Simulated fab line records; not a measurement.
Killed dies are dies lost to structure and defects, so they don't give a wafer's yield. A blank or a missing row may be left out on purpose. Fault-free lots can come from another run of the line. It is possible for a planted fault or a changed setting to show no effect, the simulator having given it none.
fab line records	flow nand-harc
[record] lots = 24	wafers = 72	last-day = 33
route steps=1302 shown A_STAIRCASE@809 A_SGD_CUT@890 A_WL_FILL@956
lots that met no fault: from a run of the same line without faults
start-h: hours from the record's opening day to when the first of the lot's shown wafers began	wait-h: time in hours since the lot's previous step	" identical to the entry in the row above	L1.1+2: a single row standing in for several wafers	- either no value or no given start	* or withheld: withheld	< > ~ a bound
route shown NAME@n: names a module that has steps shown in the file, with the first one's number in the route	usual: average and standard deviation across the fault-free wafers	same: alike in all rows	chamber/n: place in a boat	sites: per-site readings	_std_site: their standard deviation	_edge_site: the outer-site mean with the inner-site mean subtracted	radius-mm: how far each site lies from the wafer's centre	mask NAME#n: copy n	behind: tool/chamber where the wafer was last shaped	hold: what put the lot on hold/how long, in hours/how the hold closed	device: the n, p or np transistor that did not switch	end of line: the route-end tests of the same wafers	a step given without rows: its recipe and nothing more	killed: dies that structure and defects cost at the first sort, which is not the same as the wafer's yield	map: the dies of a wafer, with x for killed, . for not killed, _ for no die there
set.NAME: the setting as run; set.NAME@STEP: as run at that earlier step	model.NAME: the simulator's own value behind a step, which no gauge read
the route's steps for a sample of lots (tables are steps, rows are wafers)
services: the hour from which a tool's chamber was out of use, counted from the record's first day as start-h (under 0 if before that day), plus the number of hours and why
[[steps]]
[step NHARC_A_STAIRCASE_HM_OPEN_460]
[recipe] o2-flow-sccm = 400	cos-flow-sccm = 20	ar-flow-sccm = 0	rf-w = 500	bias-w = 300	chemistry = O2/COS
[usual] drypump-motor-current-A = 5.8/0.43	oes-product-au = 1.004/0.011	rf-vpp-V = 468.3/2.5	showerhead-plenum-p-Torr = 3.18/0.11	throttle-valve-pct = 28.331/0.01
lot.wafer	tool	chamber	start-h	wait-h	drypump-motor-current-A	oes-product-au	rf-hours-counter-h	rf-vpp-V	showerhead-plenum-p-Torr	throttle-valve-pct
L074.2	rie-diel-05	3	-	-	5.2	0.997	51	472.7	3.35	28.337
L074.6	"	3	"	"	5.2	0.994	-	474.8	3.35	28.341
L074.5	"	0	"	"	5.0	0.999	-	467.1	3.17	28.345
L075.1	rie-diel-05	2	-	-	5.9	1.007	48	467.7	3.19	28.336
L075.4	"	3	"	"	5.2	1.010	51	470.9	3.35	28.355
L075.5	"	1	"	"	5.8	1.010	-	472.0	3.32	28.334
L076.1	rie-diel-09	0	-	-	5.8	1.003	12	469.4	3.21	28.319
L076.3	"	3	"	"	6.4	1.002	31	470.3	3.33	28.328
L076.5	"	1	"	"	5.9	0.979	-	468.2	3.22	28.338
L078.4	rie-diel-09	1	-	-	5.9	0.993	29	469.9	3.22	28.329
L078.6	"	0	"	"	5.8	0.991	-	469.4	3.21	28.312
L078.5	"	1	"	"	5.9	0.988	-	469.6	3.22	28.329
L077.1	rie-diel-09	3	-	-	6.4	0.997	34	471.1	3.33	28.320
L077.3	"	1	"	"	5.9	1.001	31	469.1	3.22	28.308
L077.6	"	2	"	"	6.1	1.016	-	467.8	3.16	28.323
L079.3	rie-diel-05	1	-	-	5.8	1.004	9	470.2	3.31	28.339
L079.1	"	0	"	"	5.0	1.023	9	466.6	3.16	28.343
L079.5	"	1	"	"	5.8	1.003	-	470.0	3.31	28.315
L080.3	rie-diel-09	1	-	-	5.9	0.992	41	469.4	3.21	28.336
L080.4	"	0	"	"	5.8	0.993	26	469.4	3.21	28.350
L080.5	"	2	"	"	6.2	1.021	-	466.4	3.16	28.322
L081.3	rie-diel-05	1	-	-	5.8	1.016	14	470.1	3.31	28.325
L081.2	"	3	"	"	5.2	1.004	13	471.3	3.34	28.352
L081.5	"	1	"	"	5.8	1.013	-	472.0	3.31	28.319
L083.2	rie-diel-05	0	-	-	5.0	1.004	17	467.6	3.16	28.327
L083.3	"	1	"	"	5.8	1.012	20	469.5	3.30	28.317
L083.5	"	1	"	"	5.8	1.010	-	471.5	3.30	28.333
L082.2	rie-diel-09	3	-	-	6.4	1.005	52	471.8	3.32	28.340
L082.6	"	0	"	"	5.7	0.995	-	468.3	3.20	28.315
L082.5	"	1	"	"	5.9	0.988	-	469.6	3.21	28.330
L084.4	rie-diel-09	1	-	-	5.9	0.996	47	469.1	3.21	28.326
L084.6	"	0	"	"	5.8	1.007	-	469.1	3.20	28.309
L084.5	"	1	"	"	5.9	0.992	-	469.5	3.21	28.339
L085.3	rie-diel-09	1	-	-	5.9	0.997	49	466.9	3.21	28.326
L085.2	"	3	"	"	6.4	1.010	57	471.6	3.32	28.339
L085.5	"	2	"	"	6.2	1.006	-	468.6	3.15	28.332
L086.1	rie-diel-01	0	-	-	6.0	1.012	30	463.5	2.95	28.339
L086.2	"	1	"	"	5.2	0.991	40	466.8	3.05	28.327
L086.6	"	0	"	"	6.0	1.007	-	464.4	2.95	28.332
L087.2	rie-diel-01	1	-	-	5.3	0.992	44	465.4	3.04	28.341
L087.1	"	3	"	"	5.8	1.002	19	466.7	3.15	28.318
L087.3	"	0	"	"	6.0	1.005	35	464.3	2.95	28.328
L089.2	rie-diel-09	2	-	-	6.1	1.013	7	467.3	3.15	28.334
L089.4	"	3	"	"	6.4	1.006	9	471.5	3.31	28.330
L089.5	"	2	"	"	6.2	1.030	-	468.2	3.15	28.338
L091.3	rie-diel-01	1	-	-	5.3	0.992	53	464.9	3.04	28.345
L091.1	"	2	"	"	6.4	0.993	44	464.3	2.94	28.351
L091.5	"	0	"	"	6.0	1.020	-	462.8	2.94	28.318
L088.2	rie-diel-01	0	-	-	6.0	1.007	46	463.1	2.94	28.324
L088.1	"	2	"	"	6.4	0.989	45	463.1	2.94	28.335
L088.3	"	3	"	"	5.8	1.005	32	467.5	3.14	28.327
L090.1	rie-diel-05	3	-	-	5.2	0.996	45	471.2	3.32	28.321
L090.6	"	0	"	"	5.0	1.022	-	467.7	3.14	28.339
L090.5	"	1	"	"	5.8	1.013	-	470.8	3.29	28.312
L092.1	rie-diel-05	3	-	-	5.2	0.997	49	471.2	3.32	28.329
L092.2	"	1	"	"	5.8	1.009	55	470.4	3.28	28.353
L092.5	"	3	"	"	5.2	0.999	-	471.6	3.32	28.332
L093.3	rie-diel-05	0	-	-	5.0	1.016	53	466.6	3.14	28.323
L093.1	"	2	"	"	5.9	0.995	58	468.8	3.16	28.344
L093.4	"	3	"	"	5.2	0.990	53	470.8	3.32	28.334
L095.3	rie-diel-01	1	-	-	5.3	0.988	2	466.1	3.03	28.325
L095.4	"	2	"	"	6.4	0.987	2	463.7	2.94	28.329
L095.5	"	1	"	"	5.2	0.992	-	465.8	3.03	28.330
L094.4	rie-diel-09	1	-	-	5.9	0.993	22	467.2	3.20	28.332
L094.2	"	3	"	"	6.4	1.009	24	471.5	3.31	28.328
L094.6	"	0	"	"	5.8	1.016	-	469.2	3.19	28.331
L096.4	rie-diel-09	3	-	-	6.4	1.016	28	470.4	3.30	28.332
L096.1	"	0	"	"	5.7	1.023	32	468.2	3.18	28.314
L096.5	"	3	"	"	6.4	1.010	-	471.5	3.30	28.317
L097.3	rie-diel-09	0	-	-	5.8	1.024	36	469.6	3.18	28.330
L097.2	"	1	"	"	5.9	1.008	32	468.6	3.19	28.344
L097.1	"	2	"	"	6.2	1.004	28	466.2	3.14	28.308
[step NHARC_A_STAIRCASE_DEP_417]
[recipe] target-thk-a = 600	step-coverage-pct = 20	temp-c = 400	target-thk-nm = 60	flow-sccm = 200	rf-w = 450	material = Si3N4
[usual] heater-power-outer-w = 433/40	heater-power-w = 732/66
lot.wafer	tool	chamber	start-h	wait-h	heater-power-outer-w	heater-power-w
L074.2	pecvd-02	0	400.20	-	378	679
L074.5	"	1	"	"	406	675
L074.6	"	0	"	"	388	678
L075.1	pecvd-03	1	400.60	-	400	756
L075.4	"	1	"	"	401	751
L075.5	"	2	"	"	443	732
L076.1	pecvd-04	0	419.84	-	374	630
L076.3	"	0	"	"	372	599
L076.5	"	1	"	"	428	726
L078.5	pecvd-02	2	422.00	-	496	755
L078.4	"	0	"	"	321	617
L078.6	"	1	"	"	366	652
L077.1	pecvd-03	2	434.70	-	434	715
L077.3	"	1	"	"	475	863
L077.6	"	0	"	"	495	810
L079.1	pecvd-04	1	446.79	-	440	713
L079.3	"	0	"	"	468	745
L079.5	"	0	"	"	486	759
L080.3	pecvd-03	2	456.00	-	419	719
L080.5	"	2	"	"	438	721
L080.4	"	1	"	"	452	818
L081.2	pecvd-03	0	459.41	-	419	719
L081.3	"	2	"	"	416	692
L081.5	"	2	"	"	417	710
L083.3	pecvd-04	2	470.09	-	404	688
L083.2	"	0	"	"	479	779
L083.5	"	1	"	"	437	726
L082.2	pecvd-03	2	473.71	-	376	660
L082.5	"	1	"	"	460	839
L082.6	"	0	"	"	505	799
L084.4	pecvd-04	1	492.26	-	410	683
L084.5	"	0	"	"	409	655
L084.6	"	1	"	"	418	688
L085.2	pecvd-04	1	499.52	-	408	651
L085.3	"	2	"	"	466	739
L085.5	"	0	"	"	425	674
L086.2	pecvd-02	1	508.78	-	367	635
L086.1	"	2	"	"	414	649
L086.6	"	0	"	"	378	678
L087.3	pecvd-03	1	520.08	-	461	791
L087.2	"	2	"	"	433	712
L087.1	"	0	"	"	423	722
L089.2	pecvd-03	0	533.61	-	481	771
L089.4	"	1	"	"	447	820
L089.5	"	1	"	"	459	817
L091.1	pecvd-03	1	544.22	-	483	858
L091.3	"	2	"	"	433	720
L091.5	"	1	"	"	481	855
L088.2	pecvd-04	1	548.82	-	421	689
L088.1	"	2	"	"	409	684
L088.3	"	0	"	"	513	809
L090.1	pecvd-04	2	550.94	-	443	745
L090.6	"	1	"	"	388	640
L090.5	"	0	"	"	508	816
L092.2	pecvd-04	2	565.56	-	426	710
L092.1	"	1	"	"	427	725
L092.5	"	2	"	"	424	714
L093.3	pecvd-03	2	578.59	-	469	774
L093.1	"	0	"	"	463	772
L093.4	"	2	"	"	354	653
L094.2	pecvd-03	2	588.23	-	353	616
L094.4	"	1	"	"	420	818
L094.6	"	2	"	"	363	649
L095.3	pecvd-04	2	590.53	-	461	759
L095.5	"	1	"	"	424	693
L095.4	"	0	"	"	483	749
L096.1	pecvd-03	0	599.82	-	409	699
L096.5	"	2	"	"	425	722
L096.4	"	0	"	"	413	718
L097.1	pecvd-03	2	622.15	-	412	691
L097.3	"	0	"	"	443	734
L097.2	"	1	"	"	367	718
[step NHARC_A_STAIRCASE_DEP_325]
[recipe] target-thk-a = 72000	temp-c = 400	target-thk-nm = 7200	teos-flow-sccm = 200	rf-w = 500	material = SiO2
[usual] heater-power-outer-w = 376/55	heater-power-w = 650/75
lot.wafer	tool	chamber	start-h	wait-h	heater-power-outer-w	heater-power-w
L074.2	pecvd-02	0	428.67	0.3	357	644
L074.5	"	1	"	"	290	529
L074.6	"	2	"	"	380	600
L075.1	pecvd-03	0	428.68	0.3	412	704
L075.5	"	1	"	"	357	690
L075.4	"	0	"	"	360	638
L076.3	pecvd-03	2	448.10	0.1	389	642
L076.1	"	0	"	"	480	803
L076.5	"	2	"	"	336	598
L078.4	pecvd-02	0	448.39	0.4	274	537
L078.6	"	1	"	"	296	526
L078.5	"	2	"	"	376	612
L077.1	pecvd-04	0	464.28	0.2	398	655
L077.3	"	0	"	"	383	632
L077.6	"	0	"	"	392	633
L079.3	pecvd-04	2	478.33	0.2	455	755
L079.1	"	0	"	"	468	740
L079.5	"	1	"	"	342	578
L081.2	pecvd-04	1	496.67	0.1	417	679
L081.3	"	1	"	"	330	595
L081.5	"	1	"	"	343	588
L080.3	pecvd-03	1	496.69	0.1	436	804
L080.4	"	1	"	"	361	672
L080.5	"	2	"	"	337	599
L083.2	pecvd-04	0	513.02	0.1	384	628
L083.3	"	2	"	"	460	747
L083.5	"	1	"	"	341	585
L082.2	pecvd-03	1	513.21	0.3	427	798
L082.6	"	0	"	"	371	641
L082.5	"	1	"	"	351	692
L084.6	pecvd-04	0	520.05	0.3	386	644
L084.5	"	1	"	"	329	596
L084.4	"	2	"	"	357	630
L085.2	pecvd-03	0	527.57	0.1	459	766
L085.3	"	1	"	"	360	688
L085.5	"	1	"	"	355	692
L086.2	pecvd-02	0	538.23	0.2	356	643
L086.1	"	1	"	"	358	599
L086.6	"	2	"	"	381	612
L087.2	pecvd-02	1	549.11	0.1	389	656
L087.1	"	2	"	"	460	747
L087.3	"	0	"	"	379	652
L089.2	pecvd-02	2	562.46	0.2	466	725
L089.5	"	1	"	"	294	541
L089.4	"	2	"	"	381	607
L088.1	pecvd-02	2	573.15	0.1	463	738
L088.3	"	0	"	"	308	579
L088.2	"	1	"	"	355	636
L091.1	pecvd-04	1	573.15	0.1	452	694
L091.3	"	2	"	"	393	675
L091.5	"	0	"	"	384	638
L090.1	pecvd-03	0	573.30	0.2	417	714
L090.6	"	1	"	"	364	698
L090.5	"	0	"	"	338	622
L092.1	pecvd-04	0	594.37	0.2	481	759
L092.2	"	1	"	"	437	697
L092.5	"	1	"	"	339	566
L093.1	pecvd-04	0	603.92	0.1	494	783
L093.3	"	2	"	"	440	734
L093.4	"	0	"	"	377	635
L095.3	pecvd-02	1	617.52	0.1	390	657
L095.4	"	2	"	"	377	610
L095.5	"	0	"	"	294	564
L094.2	pecvd-03	0	617.62	0.2	448	776
L094.4	"	0	"	"	341	608
L094.6	"	1	"	"	354	703
L096.1	pecvd-02	2	631.04	0.2	399	667
L096.4	"	1	"	"	294	554
L096.5	"	0	"	"	288	568
L097.2	pecvd-02	0	647.88	0.1	332	612
L097.1	"	1	"	"	378	645
L097.3	"	2	"	"	433	654
[step NHARC_A_SGD_CUT_DEP_00]
[recipe] target-thk-a = 500	temp-c = 400	target-thk-nm = 50	flow-sccm = 200	rf-w = 450	material = SiNx
[usual] heater-power-outer-w = 418/44	heater-power-w = 710/67
lot.wafer	tool	chamber	start-h	wait-h	heater-power-outer-w	heater-power-w
L075.1	pecvd-03	0	445.46	0.1	465	788
L075.4	"	1	"	"	489	853
L075.5	"	2	"	"	439	741
L074.2	pecvd-04	0	446.31	0.1	474	744
L074.5	"	1	"	"	437	713
L074.6	"	0	"	"	468	710
L076.1	pecvd-03	2	465.14	0.1	370	631
L076.3	"	1	"	"	395	737
L076.5	"	0	"	"	402	694
L078.4	pecvd-04	0	465.65	0.2	504	801
L078.6	"	1	"	"	429	697
L078.5	"	0	"	"	511	789
L077.3	pecvd-04	0	480.23	0.1	486	776
L077.1	"	1	"	"	434	695
L077.6	"	0	"	"	499	804
L079.3	pecvd-04	1	501.63	0.1	339	605
L079.1	"	2	"	"	450	758
L079.5	"	2	"	"	463	741
L080.3	pecvd-04	2	519.42	0.1	469	770
L080.5	"	2	"	"	466	803
L080.4	"	0	"	"	414	661
L081.2	pecvd-01	2	519.55	0.1	381	644
L081.3	"	0	"	"	391	734
L081.5	"	0	"	"	405	721
L082.2	pecvd-01	0	529.19	0.1	336	621
L082.5	"	1	"	"	444	707
L082.6	"	2	"	"	403	666
L083.2	pecvd-03	1	529.34	0.1	486	849
L083.3	"	0	"	"	431	708
L083.5	"	1	"	"	490	860
L084.4	pecvd-01	1	537.75	0.2	423	708
L084.5	"	2	"	"	381	623
L084.6	"	0	"	"	402	727
L085.2	pecvd-04	2	543.06	0.1	455	755
L085.3	"	0	"	"	463	779
L085.5	"	1	"	"	350	596
L086.2	pecvd-01	1	553.56	0.1	386	651
L086.1	"	2	"	"	342	583
L086.6	"	1	"	"	390	650
L087.2	pecvd-01	2	564.45	0.1	404	670
L087.1	"	0	"	"	409	752
L087.3	"	1	"	"	442	718
L089.2	pecvd-04	2	578.70	0.1	452	772
L089.4	"	1	"	"	361	617
L089.5	"	2	"	"	445	748
L090.1	pecvd-01	0	588.37	0.1	361	673
L090.6	"	0	"	"	366	691
L090.5	"	2	"	"	397	661
L091.1	pecvd-03	2	588.67	0.1	474	782
L091.3	"	0	"	"	352	632
L091.5	"	2	"	"	472	787
L088.3	pecvd-03	0	589.10	0.1	430	727
L088.2	"	1	"	"	383	767
L088.1	"	2	"	"	452	763
L092.1	pecvd-01	1	611.28	0.1	423	693
L092.2	"	2	"	"	338	588
L092.5	"	1	"	"	423	687
L093.1	pecvd-01	0	622.36	0.1	428	759
L093.3	"	1	"	"	428	705
L093.4	"	0	"	"	424	739
L095.3	pecvd-01	2	636.44	0.1	328	580
L095.5	"	0	"	"	390	711
L095.4	"	1	"	"	338	592
L094.2	pecvd-03	1	636.72	0.1	390	728
L094.6	"	1	"	"	393	755
L094.4	"	2	"	"	465	779
L096.1	pecvd-01	0	646.75	0.1	381	727
L096.4	"	2	"	"	408	660
L096.5	"	0	"	"	389	715
L097.2	pecvd-01	0	666.78	0.1	444	783
L097.3	"	1	"	"	423	690
L097.1	"	2	"	"	385	646
[step NHARC_A_SGD_CUT_THK_MEAS_22]
[recipe] thk-meas-gauge = ellipsometry
[usual] thk-nm = 148.3/1.3
lot.wafer	tool	chamber	start-h	wait-h	thk-nm
L075.1	film-metro-01	-	454.74	0.2	147.5
L075.4	"	-	"	"	147.4
L075.5	"	-	"	"	147.3
L074.2	film-metro-02	-	454.74	0.2	149.2
L074.5	"	-	"	"	147.0
L074.6	"	-	"	"	149.8
L076.1	film-metro-01	-	472.06	0.2	148.7
L076.3	"	-	"	"	147.0
L076.5	"	-	"	"	146.7
L078.4	film-metro-02	-	472.06	0.2	146.7
L078.5	"	-	"	"	148.2
L078.6	"	-	"	"	148.4
L077.1	film-metro-01	-	487.38	0.2	150.1
L077.3	"	-	"	"	148.5
L077.6	"	-	"	"	149.4
L079.1	film-metro-01	-	508.43	0.2	149.9
L079.3	"	-	"	"	149.8
L079.5	"	-	"	"	150.3
L081.2	film-metro-01	-	526.45	0.2	147.5
L081.3	"	-	"	"	143.7
L081.5	"	-	"	"	146.8
L080.3	film-metro-02	-	526.46	0.2	149.4
L080.4	"	-	"	"	147.5
L080.5	"	-	"	"	147.0
L082.2	film-metro-01	-	537.29	0.2	147.8
L082.5	"	-	"	"	147.7
L082.6	"	-	"	"	148.2
L083.2	film-metro-02	-	537.29	0.2	151.0
L083.3	"	-	"	"	146.4
L083.5	"	-	"	"	147.5
L084.4	film-metro-01	-	544.58	0.2	147.8
L084.5	"	-	"	"	148.8
L084.6	"	-	"	"	148.3
L085.2	film-metro-01	-	549.85	0.2	150.0
L085.3	"	-	"	"	148.8
L085.5	"	-	"	"	149.0
L086.1	film-metro-02	-	560.61	0.2	148.1
L086.2	"	-	"	"	147.1
L086.6	"	-	"	"	147.9
L087.1	film-metro-01	-	571.74	0.2	150.9
L087.2	"	-	"	"	149.1
L087.3	"	-	"	"	148.7
L089.2	film-metro-01	-	585.84	0.2	148.4
L089.4	"	-	"	"	147.6
L089.5	"	-	"	"	150.5
L091.1	film-metro-02	-	595.54	0.2	148.6
L091.3	"	-	"	"	145.3
L091.5	"	-	"	"	147.9
L090.1	film-metro-01	-	595.54	0.2	149.0
L090.5	"	-	"	"	148.7
L090.6	"	-	"	"	147.8
L088.1	film-metro-02	-	595.69	0.2	149.8
L088.2	"	-	"	"	149.1
L088.3	"	-	"	"	150.4
L092.1	film-metro-01	-	618.34	0.2	148.6
L092.2	"	-	"	"	148.8
L092.5	"	-	"	"	147.3
L093.1	film-metro-02	-	629.42	0.2	150.2
L093.3	"	-	"	"	150.1
L093.4	"	-	"	"	148.7
L094.2	film-metro-01	-	643.74	0.2	146.5
L094.4	"	-	"	"	148.7
L094.6	"	-	"	"	147.8
L095.3	film-metro-02	-	643.75	0.2	148.8
L095.4	"	-	"	"	146.9
L095.5	"	-	"	"	149.4
L096.1	film-metro-02	-	653.77	0.2	148.6
L096.4	"	-	"	"	145.2
L096.5	"	-	"	"	149.8
L097.1	film-metro-01	-	673.58	0.2	145.4
L097.2	"	-	"	"	144.8
L097.3	"	-	"	"	147.8
[step NHARC_A_WL_FILL_CVD_03]
[recipe] target-thk-a = 400	temp-c = 300	pressure-torr = 40	wf6-flow-sccm = 40	h2-flow-sccm = 1600	ar-flow-sccm = 1560	time-s = 279	material = W
[usual] heater-power-outer-w = 292/42	heater-power-w = 512/57	throttle-valve-pct = 7.9/0.34
lot.wafer	tool	chamber	start-h	wait-h	heater-power-outer-w	heater-power-w	throttle-valve-pct
L075.1	cvd-w-02	0	476.05	0.1	240	442	8.0
L075.4	"	1	"	"	278	492	7.9
L075.5	"	1	"	"	280	493	7.8
L074.2	cvd-w-01	1	477.67	0.1	323	553	8.1
L074.6	"	0	"	"	369	610	7.4
L074.5	"	1	"	"	316	557	8.0
L076.1	cvd-w-01	0	491.65	0.1	371	607	7.3
L076.3	"	0	"	"	359	611	7.5
L076.5	"	0	"	"	366	593	7.3
L078.4	cvd-w-02	1	493.31	0.2	276	492	8.0
L078.6	"	0	"	"	244	441	7.8
L078.5	"	1	"	"	276	497	8.0
L077.1	cvd-w-02	0	508.21	0.1	239	440	8.0
L077.3	"	1	"	"	274	482	7.9
L077.6	"	0	"	"	248	435	7.9
L079.1	cvd-w-01	1	527.96	0.1	322	543	8.2
L079.3	"	1	"	"	314	563	8.2
L079.5	"	0	"	"	379	603	7.3
L080.3	cvd-w-02	0	547.24	0.2	242	439	8.1
L080.4	"	1	"	"	278	501	7.8
L080.5	"	1	"	"	268	489	8.2
L081.2	cvd-w-02	0	547.49	0.2	240	441	8.0
L081.3	"	1	"	"	274	483	8.1
L081.5	"	0	"	"	243	446	8.1
L083.2	cvd-w-02	1	556.72	0.1	277	494	8.0
L083.3	"	0	"	"	243	436	7.8
L083.5	"	0	"	"	246	440	7.8
L082.2	cvd-w-02	1	557.03	0.2	276	485	7.7
L082.5	"	0	"	"	242	444	7.9
L082.6	"	1	"	"	274	501	8.1
L084.4	cvd-w-01	0	565.66	0.2	351	581	6.9
L084.6	"	0	"	"	345	579	7.3
L084.5	"	1	"	"	327	559	8.3
L085.2	cvd-w-01	0	572.94	0.1	339	561	7.4
L085.3	"	0	"	"	345	568	7.4
L085.5	"	0	"	"	348	584	7.0
L086.1	cvd-w-02	1	580.61	0.1	283	490	8.0
L086.2	"	0	"	"	244	452	7.8
L086.6	"	1	"	"	272	496	7.8
L087.1	cvd-w-02	0	592.34	0.1	245	447	7.9
L087.2	"	1	"	"	279	496	7.8
L087.3	"	1	"	"	278	493	8.0
L089.2	cvd-w-02	1	606.32	0.1	275	486	8.4
L089.4	"	0	"	"	247	447	7.8
L089.5	"	0	"	"	245	452	7.9
L091.1	cvd-w-02	1	614.77	0.1	281	510	8.2
L091.3	"	1	"	"	280	483	8.2
L091.5	"	1	"	"	278	500	8.0
L090.1	cvd-w-01	1	614.90	0.1	319	568	8.0
L090.6	"	1	"	"	320	576	8.2
L090.5	"	0	"	"	336	576	7.3
L088.2	cvd-w-02	0	618.70	0.1	251	451	8.0
L088.1	"	1	"	"	280	502	8.1
L088.3	"	1	"	"	280	484	8.4
L092.1	cvd-w-01	0	640.59	0.1	341	571	7.4
L092.2	"	1	"	"	310	557	8.0
L092.5	"	0	"	"	344	585	7.2
L093.1	cvd-w-02	1	649.28	0.1	272	472	7.7
L093.3	"	1	"	"	270	471	7.4
L093.4	"	1	"	"	271	483	7.7
L094.2	cvd-w-01	1	663.26	0.1	325	579	8.4
L094.4	"	0	"	"	358	587	7.3
L094.6	"	1	"	"	321	552	8.2
L095.4	cvd-w-02	1	667.25	0.2	273	481	7.6
L095.3	"	0	"	"	239	445	8.2
L095.5	"	1	"	"	279	459	7.6
L096.1	cvd-w-01	0	675.99	0.1	346	591	7.2
L096.4	"	0	"	"	353	592	7.4
L096.5	"	0	"	"	353	590	7.2
L097.2	cvd-w-01	1	695.36	0.1	322	578	7.9
L097.1	"	0	"	"	351	578	7.3
L097.3	"	1	"	"	317	562	8.2
[[services]]
tool	chamber	start-h	hours	kind
pecvd-03	-	366.08	13.0	pm
rie-diel-09	1	386.84	5.0	repair
cvd-w-02	1	391.07	7.5	repair
pecvd-02	2	399.58	5.7	repair
pecvd-04	0	404.40	9.7	repair
pecvd-02	-	408.13	13.0	pm
pecvd-04	-	433.62	0.3	repair
cvd-w-02	-	450.00	13.0	pm
pecvd-04	-	450.16	13.0	pm
pecvd-04	2	481.97	16.3	repair
cvd-w-02	0	493.90	3.1	repair
cvd-w-02	0	502.05	3.2	repair
pecvd-03	2	523.41	17.9	repair
cvd-w-02	-	536.36	0.8	repair
pecvd-03	-	547.08	13.0	pm
pecvd-03	-	564.50	1.8	repair
pecvd-03	2	571.26	2.0	repair
pecvd-02	-	589.13	13.0	pm
cvd-w-02	0	627.32	27.5	repair
pecvd-04	-	631.16	13.0	pm
cvd-w-02	-	631.32	13.0	pm
pecvd-03	-	645.05	18.7	repair
pecvd-02	-	668.91	1.8	repair
pecvd-02	2	679.61	17.8	repair
[[key]]
fault none
